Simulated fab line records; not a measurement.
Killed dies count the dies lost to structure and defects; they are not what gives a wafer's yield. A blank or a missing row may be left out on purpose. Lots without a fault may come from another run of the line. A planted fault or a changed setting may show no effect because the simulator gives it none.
fab line records + flow nand-harc
record:
- lots: 6
- wafers: 18
- last-day: 33
route steps=1302 shown P_BONDPAD@356
lots that met no fault: taken from a fault-free run of the same line
start-h: hours from the record's first day to the start of the lot's first wafer shown + wait-h: hours elapsed since this lot's preceding step + " as in the row above + L1.1+2: several wafers, shown together as one row + - value missing, or start not given + * or withheld: withheld + < > ~ a bound
route shown NAME@n: a module of which the file shows steps, and the number in the route of the first + usual: average and standard deviation across the fault-free wafers + same: alike in all rows + chamber/n: place in a boat + sites: readings site by site + _std_site: the standard deviation of these + _edge_site: outer sites' mean less inner sites' + radius-mm: how far each site lies from the wafer's centre + mask NAME#n: copy n + behind: the tool/chamber that last shaped the wafer + hold: why the lot was held/for how many hours/how that ended + device: whichever transistor did not switch (one of n, p or np) + end of line: tests run on the same wafers once the route is complete + where a step has no rows: the recipe by itself + killed: dies that structure and defects cost at the first sort, which is not the same as the wafer's yield + map: a wafer's dies, marking killed ones x, the rest . and places with no die _
set.NAME: the setting the step ran with; set.NAME@STEP: the setting that earlier step ran with + model.NAME: the simulator's own value behind a step, which no gauge read
lots seen at some steps along the route; tables by step, rows by wafer
services: a tool's chamber out of use, with start hour (start-h, from the record's first day; less than 0 if before it), hours out, and reason
== steps ==
step: NHARC_P_BONDPAD_HMDS_02
recipe:
- time-s: 30
step: NHARC_P_BONDPAD_COAT_36
recipe:
- temp-c: 200
- time-s: 65
step: NHARC_P_BONDPAD_COAT_03
recipe:
- spin-rpm: 2000
- resist-thk-nm: 600
step: NHARC_P_BONDPAD_SOFTBAKE_04
recipe:
- temp-c: 125
- time-s: 70
step: NHARC_P_BONDPAD_EBR_05
step: NHARC_P_BONDPAD_EXPOSE_06
recipe:
- na: 0.55
- dose-mj: 37.06
- mask-id: P_BPAD
step: NHARC_P_BONDPAD_PEB_07
recipe:
- peb-temp-c: 128
- peb-time-s: 80
step: NHARC_P_BONDPAD_DEVELOP_08
recipe:
- time-s: 50
- dev-temp-c: 22
step: NHARC_P_BONDPAD_CD_MEAS_09
recipe:
- target-cd-nm: 500
- landing-energy-ev: 500
usual:
- cd-nm: 500.2/2.6
| lot.wafer | tool      | chamber | start-h | wait-h | cd-nm |
|-----------|-----------|---------|---------|--------|-------|
| L249.3    | cd-sem-03 | 0       | 141.57  | -      | 497.1 |
| L249.4    | "         | 0       | "       | "      | 501.6 |
| L249.6    | "         | 0       | "       | "      | 504.0 |
| L258.2    | cd-sem-02 | 0       | 240.16  | -      | 503.6 |
| L258.4    | "         | 0       | "       | "      | 501.4 |
| L258.6    | "         | 0       | "       | "      | 500.1 |
| L259.4    | cd-sem-02 | 0       | 242.12  | -      | 501.3 |
| L259.5    | "         | 0       | "       | "      | 501.4 |
| L259.6    | "         | 0       | "       | "      | 497.2 |
| L262.1    | cd-sem-02 | 0       | 281.74  | -      | 501.5 |
| L262.2    | "         | 0       | "       | "      | 499.1 |
| L262.5    | "         | 0       | "       | "      | 498.4 |
| L271.4    | cd-sem-01 | 0       | 359.40  | -      | 497.3 |
| L271.5    | "         | 0       | "       | "      | 502.5 |
| L271.6    | "         | 0       | "       | "      | 498.0 |
| L270.1    | cd-sem-01 | 0       | 360.34  | -      | 499.4 |
| L270.2    | "         | 0       | "       | "      | 502.0 |
| L270.4    | "         | 0       | "       | "      | 498.8 |
step: NHARC_P_BONDPAD_OVL_MEAS_38
usual:
- overlay-x-nm: 0/5.6
- overlay-y-nm: -3/6
| lot.wafer | tool       | chamber | start-h | wait-h | overlay-x-nm | overlay-y-nm |
|-----------|------------|---------|---------|--------|--------------|--------------|
| L249.3    | overlay-02 | -       | 141.66  | -      | -4           | 1            |
| L249.4    | "          | -       | "       | "      | -4           | 1            |
| L249.6    | "          | -       | "       | "      | -4           | 1            |
| L258.2    | overlay-02 | -       | 240.25  | -      | 10           | 3            |
| L258.4    | "          | -       | "       | "      | 10           | 3            |
| L258.6    | "          | -       | "       | "      | 10           | 2            |
| L259.4    | overlay-01 | -       | 242.20  | -      | -10          | 4            |
| L259.5    | "          | -       | "       | "      | -10          | 5            |
| L259.6    | "          | -       | "       | "      | -10          | 4            |
| L262.1    | overlay-02 | -       | 281.83  | -      | 0            | -8           |
| L262.2    | "          | -       | "       | "      | -1           | -8           |
| L262.5    | "          | -       | "       | "      | 0            | -8           |
| L271.4    | overlay-01 | -       | 359.48  | -      | -1           | 2            |
| L271.5    | "          | -       | "       | "      | -1           | 2            |
| L271.6    | "          | -       | "       | "      | -1           | 2            |
| L270.1    | overlay-02 | -       | 360.43  | -      | 0            | -2           |
| L270.2    | "          | -       | "       | "      | 1            | -2           |
| L270.4    | "          | -       | "       | "      | 0            | -2           |
step: NHARC_P_BONDPAD_HARDBAKE_10
recipe:
- temp-c: 118
- time-s: 65
step: NHARC_P_BONDPAD_DESCUM_11
recipe:
- time-s: 3
- o2-flow-sccm: 200
- ar-flow-sccm: 0
- bias-power-w: 0
- chemistry: O2
usual:
- chamber-pressure-mTorr: 59.99/0.057
- drypump-motor-current-A: 5.6/0.49
- oes-product-au: 1.001/0.012
- rf-vpp-V: 57.8/0.87
- showerhead-plenum-p-Torr: 1.95/0.099
- throttle-valve-pct: 11.311/0.0095
| lot.wafer | tool        | chamber | start-h | wait-h | chamber-pressure-mTorr | drypump-motor-current-A | oes-product-au | rf-hours-counter-h | rf-vpp-V | showerhead-plenum-p-Torr | throttle-valve-pct |
|-----------|-------------|---------|---------|--------|------------------------|-------------------------|----------------|--------------------|----------|--------------------------|--------------------|
| L249.3    | rie-diel-08 | 0       | 141.79  | -      | 59.89                  | 5.4                     | 0.998          | 9                  | 57.2     | 1.78                     | 11.321             |
| L249.4    | "           | 1       | "       | "      | 59.95                  | 6.2                     | 1.010          | 10                 | 57.9     | 1.93                     | 11.313             |
| L249.6    | "           | 3       | "       | "      | 59.98                  | 5.7                     | 1.001          | -                  | 58.5     | 1.91                     | 11.313             |
| L258.4    | rie-diel-05 | 0       | 240.37  | -      | 59.89                  | 6.3                     | 0.999          | 0                  | 58.4     | 1.95                     | 11.297             |
| L258.2    | "           | 3       | "       | "      | 60.08                  | 5.3                     | 0.985          | 0                  | 57.1     | 1.81                     | 11.302             |
| L258.6    | "           | 1       | "       | "      | 60.05                  | 5.1                     | 0.995          | -                  | 58.6     | 1.99                     | 11.311             |
| L259.4    | rie-diel-12 | 2       | 242.34  | -      | 59.98                  | 5.4                     | 1.007          | 4                  | 60.0     | 2.04                     | 11.296             |
| L259.6    | "           | 0       | "       | "      | 59.99                  | 4.9                     | 1.010          | -                  | 59.1     | 2.06                     | 11.319             |
| L259.5    | "           | 1       | "       | "      | 60.03                  | 6.1                     | 1.009          | -                  | 58.3     | 2.01                     | 11.312             |
| L262.1    | rie-diel-12 | 1       | 281.95  | -      | 60.05                  | 6.2                     | 0.997          | 0                  | 56.9     | 2.01                     | 11.300             |
| L262.2    | "           | 3       | "       | "      | 59.91                  | 5.7                     | 0.987          | 0                  | 59.0     | 2.04                     | 11.301             |
| L262.5    | "           | 3       | "       | "      | 60.10                  | 5.7                     | 0.970          | -                  | 57.7     | 2.04                     | 11.309             |
| L271.4    | rie-diel-08 | 0       | 359.61  | -      | 60.04                  | 5.5                     | 0.981          | 7                  | 57.8     | 1.78                     | 11.303             |
| L271.6    | "           | 0       | "       | "      | 59.95                  | 5.4                     | 0.995          | -                  | 57.4     | 1.78                     | 11.309             |
| L271.5    | "           | 1       | "       | "      | 59.96                  | 6.2                     | 0.995          | -                  | 57.9     | 1.93                     | 11.298             |
| L270.2    | rie-diel-12 | 2       | 360.56  | -      | 60.01                  | 5.4                     | 1.010          | 2                  | 58.4     | 2.04                     | 11.308             |
| L270.1    | "           | 0       | "       | "      | 59.95                  | 4.9                     | 0.991          | 1                  | 59.5     | 2.06                     | 11.299             |
| L270.4    | "           | 1       | "       | "      | 59.88                  | 6.2                     | 1.005          | 2                  | 57.8     | 2.01                     | 11.308             |
step: NHARC_P_BONDPAD_ETCH_37
recipe:
- target-depth-a: 600
- overetch-a: 180
- time-s: 65.91
- ion-energy-ev: 200
- n2-flow-sccm: 150
- h2-flow-sccm: 150
- ar-flow-sccm: 0
- rf-w: 400
- bias-w: 150
- chemistry: N2/H2
usual:
- bias-w: 150.0/0.4
- chamber-pressure-mTorr: 29.998/0.026
- drypump-motor-current-A: 5.6/0.48
- oes-product-au: 1.000/0.013
- rf-vpp-V: 431/3.1
- showerhead-plenum-p-Torr: 2.07/0.11
- throttle-valve-pct: 14.171/0.0083
| lot.wafer | tool        | chamber | start-h | wait-h | bias-w | chamber-pressure-mTorr | drypump-motor-current-A | oes-product-au | rf-hours-counter-h | rf-vpp-V | showerhead-plenum-p-Torr | throttle-valve-pct |
|-----------|-------------|---------|---------|--------|--------|------------------------|-------------------------|----------------|--------------------|----------|--------------------------|--------------------|
| L249.3    | rie-diel-08 | 2       | 141.86  | 0.1    | 149.6  | 30.001                 | 4.6                     | 0.994          | 10                 | 428      | 1.95                     | 14.180             |
| L249.4    | "           | 0       | "       | "      | 150.0  | 29.953                 | 5.5                     | 1.001          | 9                  | 426      | 1.90                     | 14.167             |
| L249.6    | "           | 2       | "       | "      | 149.4  | 29.997                 | 4.6                     | 1.012          | -                  | 428      | 1.95                     | 14.170             |
| L258.4    | rie-diel-05 | 3       | 240.46  | 0.1    | -      | -                      | -                       | -              | -                  | -        | -                        | -                  |
| L258.2    | "           | 0       | "       | "      | -      | -                      | -                       | -              | -                  | -        | -                        | -                  |
| L258.6    | "           | 0       | "       | "      | -      | -                      | -                       | -              | -                  | -        | -                        | -                  |
| L259.4    | rie-diel-12 | 3       | 242.40  | 0.1    | -      | -                      | -                       | -              | -                  | -        | -                        | -                  |
| L259.6    | "           | 3       | "       | "      | -      | -                      | -                       | -              | -                  | -        | -                        | -                  |
| L259.5    | "           | 0       | "       | "      | -      | -                      | -                       | -              | -                  | -        | -                        | -                  |
| L262.2    | rie-diel-12 | 1       | 282.05  | 0.1    | 149.9  | 30.050                 | 6.1                     | 1.005          | 0                  | 434      | 2.15                     | 14.170             |
| L262.1    | "           | 3       | "       | "      | 149.7  | 29.979                 | 5.7                     | 0.975          | 0                  | 434      | 2.18                     | 14.181             |
| L262.5    | "           | 1       | "       | "      | 149.1  | 30.023                 | 6.1                     | 1.004          | -                  | 434      | 2.15                     | 14.167             |
| L271.4    | rie-diel-08 | 3       | 359.70  | 0.1    | 149.9  | 29.999                 | 5.7                     | 0.994          | 8                  | 431      | 2.03                     | 14.182             |
| L271.6    | "           | 2       | "       | "      | 149.8  | 30.032                 | 4.6                     | 1.014          | -                  | 428      | 1.95                     | 14.166             |
| L271.5    | "           | 3       | "       | "      | 150.2  | 30.012                 | 5.7                     | 1.002          | -                  | 429      | 2.03                     | 14.168             |
| L270.2    | rie-diel-12 | 2       | 360.64  | 0.1    | 149.8  | 29.993                 | 5.4                     | 1.006          | 2                  | 432      | 2.17                     | 14.174             |
| L270.1    | "           | 0       | "       | "      | 150.1  | 30.038                 | 4.9                     | 0.992          | 1                  | 435      | 2.20                     | 14.164             |
| L270.4    | "           | 1       | "       | "      | 150.2  | 29.972                 | 6.2                     | 1.005          | 2                  | 434      | 2.15                     | 14.174             |
step: NHARC_P_BONDPAD_ETCH_12
recipe:
- target-depth-a: 2000
- time-s: 100
- chf3-flow-sccm: 50
- o2-flow-sccm: 10
- ar-flow-sccm: 200
- rf-w: 500
- bias-w: 200
- chemistry: CHF3/O2
usual:
- bias-w: 200.0/0.64
- chamber-pressure-mTorr: 25.003/0.025
- drypump-motor-current-A: 5.6/0.47
- oes-product-au: 0.946/0.024
- rf-vpp-V: 371.3/2.8
- showerhead-plenum-p-Torr: 2.44/0.12
- throttle-valve-pct: 20.573/0.0093
| lot.wafer | tool        | chamber | start-h | wait-h | bias-w | chamber-pressure-mTorr | drypump-motor-current-A | oes-product-au | rf-hours-counter-h | rf-vpp-V | showerhead-plenum-p-Torr | throttle-valve-pct |
|-----------|-------------|---------|---------|--------|--------|------------------------|-------------------------|----------------|--------------------|----------|--------------------------|--------------------|
| L249.3    | rie-diel-08 | 2       | -       | -      | 200.7  | 24.995                 | 4.6                     | 0.941          | 10                 | 369.7    | 2.31                     | 20.590             |
| L249.4    | "           | 1       | "       | "      | 199.4  | 25.002                 | 6.2                     | 0.945          | 10                 | 369.7    | 2.43                     | 20.564             |
| L249.6    | "           | 2       | "       | "      | 200.5  | 25.005                 | 4.6                     | 0.938          | -                  | 368.3    | 2.30                     | 20.565             |
| L258.2    | rie-diel-05 | 0       | 240.55  | 0.1    | 200.0  | 24.984                 | 6.4                     | 0.975          | 0                  | 373.3    | 2.45                     | 20.575             |
| L258.4    | "           | 2       | "       | "      | 201.8  | 24.992                 | 5.8                     | 0.985          | 0                  | 366.1    | 2.24                     | 20.566             |
| L258.6    | "           | 1       | "       | "      | 200.0  | 25.008                 | 5.1                     | 0.965          | -                  | 372.6    | 2.50                     | 20.571             |
| L259.4    | rie-diel-12 | 0       | 242.50  | 0.1    | 199.8  | 25.024                 | 4.9                     | 0.967          | 3                  | 374.0    | 2.57                     | 20.569             |
| L259.6    | "           | 0       | "       | "      | 199.3  | 24.990                 | 4.9                     | 0.970          | -                  | 373.5    | 2.57                     | 20.578             |
| L259.5    | "           | 1       | "       | "      | 199.8  | 24.966                 | 6.2                     | 0.972          | -                  | 373.8    | 2.52                     | 20.557             |
| L262.2    | rie-diel-12 | 2       | -       | -      | 200.1  | 25.012                 | 5.4                     | 0.975          | 0                  | 373.6    | 2.55                     | 20.578             |
| L262.1    | "           | 3       | "       | "      | 198.9  | 24.966                 | 5.7                     | 0.946          | 0                  | 373.7    | 2.56                     | 20.564             |
| L262.5    | "           | 1       | "       | "      | 200.0  | 25.045                 | 6.2                     | 0.965          | -                  | 371.9    | 2.52                     | 20.567             |
| L271.4    | rie-diel-08 | 1       | -       | -      | 200.0  | 25.033                 | 6.3                     | 0.903          | 9                  | 370.3    | 2.42                     | 20.580             |
| L271.6    | "           | 2       | "       | "      | 200.5  | 25.046                 | 4.6                     | 0.931          | -                  | 367.3    | 2.30                     | 20.566             |
| L271.5    | "           | 3       | "       | "      | 199.8  | 25.020                 | 5.7                     | 0.914          | -                  | 370.5    | 2.40                     | 20.576             |
| L270.1    | rie-diel-12 | 1       | -       | -      | 200.5  | 24.994                 | 6.1                     | 0.927          | 2                  | 371.6    | 2.52                     | 20.573             |
| L270.2    | "           | 3       | "       | "      | 200.8  | 25.003                 | 5.7                     | 0.902          | 3                  | 375.1    | 2.56                     | 20.577             |
| L270.4    | "           | 0       | "       | "      | 199.3  | 24.992                 | 4.9                     | 0.914          | 1                  | 374.2    | 2.57                     | 20.572             |
== services ==
| tool        | chamber | start-h | hours | kind   |
|-------------|---------|---------|-------|--------|
| rie-diel-12 | 0       | 124.90  | -     | clean  |
| rie-diel-12 | 1       | 124.90  | -     | clean  |
| rie-diel-12 | 2       | 124.90  | -     | clean  |
| rie-diel-12 | 3       | 124.90  | -     | clean  |
| rie-diel-05 | 0       | 133.13  | 20.5  | repair |
| rie-diel-08 | 0       | 142.42  | 2.7   | repair |
| rie-diel-12 | 0       | 149.40  | -     | clean  |
| rie-diel-12 | 1       | 149.40  | -     | clean  |
| rie-diel-05 | 0       | 171.14  | 7.7   | repair |
| rie-diel-05 | 3       | 173.18  | 4.9   | repair |
| rie-diel-08 | -       | 190.80  | 9.0   | pm     |
| rie-diel-08 | 2       | 210.77  | 8.3   | repair |
| rie-diel-08 | 1       | 212.70  | 6.9   | repair |
| rie-diel-12 | 2       | 217.55  | 3.5   | repair |
| rie-diel-08 | 2       | 220.33  | 8.0   | repair |
| rie-diel-05 | -       | 229.60  | 9.0   | pm     |
| rie-diel-08 | 2       | 230.67  | 10.7  | repair |
| rie-diel-08 | 0       | 252.25  | 7.6   | repair |
| rie-diel-05 | 3       | 259.35  | 5.6   | repair |
| rie-diel-12 | 0       | 261.36  | 35.6  | repair |
| rie-diel-12 | -       | 268.40  | 9.0   | pm     |
| rie-diel-05 | 0       | 271.05  | 4.5   | repair |
| rie-diel-12 | 1       | 284.24  | 14.7  | repair |
| rie-diel-12 | 2       | 290.30  | 5.6   | repair |
== key ==
first-sign:
- step: NHARC_P_BONDPAD_ETCH_37
- reading: tool-record
- direction: missing
effect none on later readings
met-at NHARC_P_BONDPAD_ETCH_37
struck-wafers L258.2,L258.4,L258.6,L259.4,L259.5,L259.6
later-rows-left-out L258.2,L258.4,L258.6,L259.4,L259.5,L259.6
sort-left-out L258.2,L258.4,L258.6,L259.4,L259.5,L259.6
fault:
- kind: skipped-step-whole
- tool: rie-diel-05,rie-diel-12
- chamber: -
- onset-h: 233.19
- steps: NHARC_P_BONDPAD_ETCH_37
- scope: struck-lots-only
sort-left-out: the simulated sort isn't trusted on such a fault, so these wafers' sort isn't shown, and their yield isn't known
later-rows-left-out: the simulator's readings of these wafers behind a module that went badly wrong aren't trusted and aren't shown, but for the sort
